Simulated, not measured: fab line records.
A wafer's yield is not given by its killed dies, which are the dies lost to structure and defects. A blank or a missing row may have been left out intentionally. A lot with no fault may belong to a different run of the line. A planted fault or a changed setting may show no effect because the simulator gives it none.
A struck lot beside a sound one ; flow nandHarc ; 24 out of 1302 route steps
Sound: wafers L963.1, L963.2, L963.6. Struck: wafer L973.6 (L973.2, L973.5, from the same lot, were not struck and are left out); the cause is given at the end.
Per side, at each step with rows, come the tool, then ch with its chambers, and then its first start. Under that, the readings that differ: sound wafers ; struck wafers ; difference of the means ; sigmas: that difference in standard deviations of wafers without a fault.
alike: words and numbers the same on both sides, and readings whose means are apart by under 2 such deviations; not compared: readings that were withheld, readings missing a value for some wafer, numbers with overlapping values and no deviation given by the record, and bounds like >300 which may hide the same value.
Wherever a step has rows on one side only, a row that says differs or no value, or a row with sigmas, the two part there. Numbers that don't overlap but have no deviation are shown without sigmas and don't part them. A reading that every wafer of one side lacks parts them only if that side has two wafers or more.

NHARC_A_M0_INSPECT_27:
  sound on defectInspect-02, day 23 11:25; struck on defectInspect-02, day 27 00:51
  alike: rawDefectCount
NHARC_A_M0_PRE_CLEAN_31: time 12 s.
  sound on pecvd-04 ch 1,2, day 23 11:29; struck on pecvd-03 ch 0, day 27 00:56
  alike: heaterPowerOuterW, heaterPowerW, rfFwdPowerW
NHARC_A_M0_DEP_32: deposits SiCN, target thk 30 nm.
  sound on pecvd-04 ch 1,2, day 23 11:34; struck on pecvd-03 ch 0, day 27 01:02
reading;sound;struck;difference;sigmas
rfFwdPowerW (W);449.9 448.6 448.7;446.3;-2.8;-2
  alike: heaterPowerOuterW, heaterPowerW
then, 8 steps without rows for these wafers: NHARC_A_M1_DEP_00 (deposits SiOC, target thk 182.5 nm); NHARC_A_M1_DEHYDRATE_01 (time 120 s); NHARC_A_M1_HMDS_02 (time 30 s); NHARC_A_M1_COAT_34 (time 65 s); NHARC_A_M1_COAT_03 (resist thk 90 nm); NHARC_A_M1_SOFTBAKE_04 (time 55 s); NHARC_A_M1_EBR_05; NHARC_A_M1_EXPOSE_06 (exposes mask A M1, target cd 120 nm).
NHARC_A_M1_PEB_07: peb time 65 s.
  sound on lithoTrack-04 ch 0, day 23 12:43; struck on lithoTrack-04 ch 0, day 27 02:10
reading;sound;struck;difference;sigmas
heaterPowerTotalW (W);155.9 155.9 156.8;160.9;+4.7;+11
  alike: resistLineTempC
then, 1 step without rows for these wafers: NHARC_A_M1_DEVELOP_08 (develop time 35 s).
NHARC_A_M1_CD_MEAS_09: the cd target is 120 nm.
  sound on cdSem-03 ch 0, day 23 12:47; struck on cdSem-03 ch 0, day 27 02:14
  alike: cdNm
NHARC_A_M1_OVL_MEAS_10: pitch 240 nm.
  sound on overlay-02, day 23 12:53; struck on overlay-02, day 27 02:20
  alike: overlayXNm, overlayYNm
NHARC_A_M1_INSPECT_11:
  sound on defectInspect-02, day 23 12:55; struck on defectInspect-01, day 27 02:22
  alike: rawDefectCount
NHARC_A_M1_DESCUM_14: chemistry O2, time 3 s.
  sound on rieDiel-04 ch 0,1,3, day 23 13:00; struck on rieDiel-04 ch 1, day 27 02:25
reading;sound;struck;difference;sigmas
model.A_M1.cdNm (nm);120.5 120.5 120.5;119.9;-0.6;
  alike: drypumpMotorCurrentA, oesProductAu, rfVppV, showerheadPlenumPTorr, throttleValvePct
  not compared: rfHoursCounterH
NHARC_A_M1_ETCH_35: etches the open film in N2/H2, target depth 40 nm, overetch 12 nm, time 43.94 s.
  sound on rieDiel-04 ch 1,3, day 23 13:04; struck on rieDiel-04 ch 1, day 27 02:31
  alike: drypumpMotorCurrentA, oesProductAu, rfFwdPowerW, rfVppV, showerheadPlenumPTorr, throttleValvePct
  not compared: rfHoursCounterH
NHARC_A_M1_ETCH_15: etches the open film in C4F8/Ar, target depth 182.5 nm, time 91.2 s.
  sound: rieDiel-04 ch 0,1; struck: rieDiel-04 ch 1
  alike: oesProductAu, rfFwdPowerW, rfVppV
  not compared: rfHoursCounterH
NHARC_A_M1_CD_MEAS_16:
  sound on cdSem-01, day 23 13:17; struck on cdSem-03, day 27 02:44
  alike: cdNm
NHARC_A_M1_STRIP_18: strips in N2/H2.
  sound on rieDiel-12 ch 0,1,2, day 23 13:22; struck on rieDiel-10 ch 0, day 27 02:51
  alike: drypumpMotorCurrentA, oesProductAu, rfFwdPowerW, rfVppV, showerheadPlenumPTorr, throttleValvePct
  not compared: rfHoursCounterH
NHARC_A_M1_ETCH_28: etches the open film in CF4/N2, target depth 30 nm, time 72.99 s.
  sound: rieDiel-12 ch 0,2,3; struck: rieDiel-10 ch 0
reading;sound;struck;difference;sigmas
model.A_M1.cdNm (nm);120.6 120.2 120.3;119.4;-1.0;
  alike: drypumpMotorCurrentA, oesProductAu, rfFwdPowerW, rfVppV, showerheadPlenumPTorr, throttleValvePct
  not compared: rfHoursCounterH
then, 1 step without rows for these wafers: NHARC_A_M1_STRIP_19 (strips in post etch residue remover, time 600 s).
NHARC_END_SORT_01:
  sound on prober-02 ch 0, day 25 00:16; struck on prober-02 ch 0, day 28 19:58
  alike: defectLimitedYield, killedAtArray, killedAtOther, killedAtPeriphery, killedDies, killedOpen, killedShort, sort_bin_2_pct, sort_bin_3_pct, sort_bin_4_pct, sortNPass, sortRimYieldPct, sortYieldPct

## WHERE THEY PART
Last at NHARC_A_M1_PEB_07 as far as this record goes, first at NHARC_A_M0_DEP_32. Later steps at which nothing parts them and some readings are alike: NHARC_A_M1_CD_MEAS_09, NHARC_A_M1_OVL_MEAS_10, NHARC_A_M1_INSPECT_11, NHARC_A_M1_DESCUM_14, NHARC_A_M1_ETCH_35, NHARC_A_M1_ETCH_15, NHARC_A_M1_CD_MEAS_16, NHARC_A_M1_STRIP_18, NHARC_A_M1_ETCH_28, NHARC_END_SORT_01.

WHY: what had been put in by the simulator
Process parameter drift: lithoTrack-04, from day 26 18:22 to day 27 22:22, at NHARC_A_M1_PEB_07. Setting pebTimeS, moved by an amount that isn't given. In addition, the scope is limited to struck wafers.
